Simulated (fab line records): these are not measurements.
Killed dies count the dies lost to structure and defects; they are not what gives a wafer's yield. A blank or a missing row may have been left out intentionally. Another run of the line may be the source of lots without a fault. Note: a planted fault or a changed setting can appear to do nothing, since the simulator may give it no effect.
Chamber matching	flow nand-harc	rie-diel-01 running NHARC_A_STAIRCASE_DESCUM_291: 4 sister chambers
The step chemistry O2, time 3 s. 4 wafers are shown with their chamber, then 10 later ones without.

EACH WAFER AND ITS CHAMBER
wafer	chamber	drypump-motor-current-A (A)
L085.2	0	5.1
L088.1	2	6.5
L088.2	1	5.7
L087.5	3	5.3

WAFERS MISSING THEIR CHAMBER
wafer	drypump-motor-current-A (A)
L087.6	6.5
L089.1	5.1
L089.4	5.7
L089.6	6.6
L093.3	6.5
L093.4	5.1
L093.5	6.6
L096.3	6.5
L096.4	5.3
L096.6	5.4

WHICH CHAMBER EACH ONE RAN IN
wafer	from the rows above	in truth
L087.6	2	2
L089.1	0	0
L089.4	1	1
L089.6	2	2
L093.3	2	2
L093.4	0	0
L093.5	2	2
L096.3	2	2
L096.4	3	3
L096.6	3	3
10 of 10 placed correctly. Number that these rows cannot place: 0. Number placed wrongly: 0.
How it was worked out, from the rows above alone: a wafer's distance from a chamber is the root of the sum, over the readings, of the square of ((its reading less the chamber's mean) divided by the reading's scatter). The wafer belongs to the nearest chamber; if the next one is less than 2 further off, it can't be placed. The mean given for a chamber averages the wafers shown for that chamber. The scatter: with one shown wafer a chamber, the root of the mean of the squares of how far each hidden wafer lies from its nearest shown one.
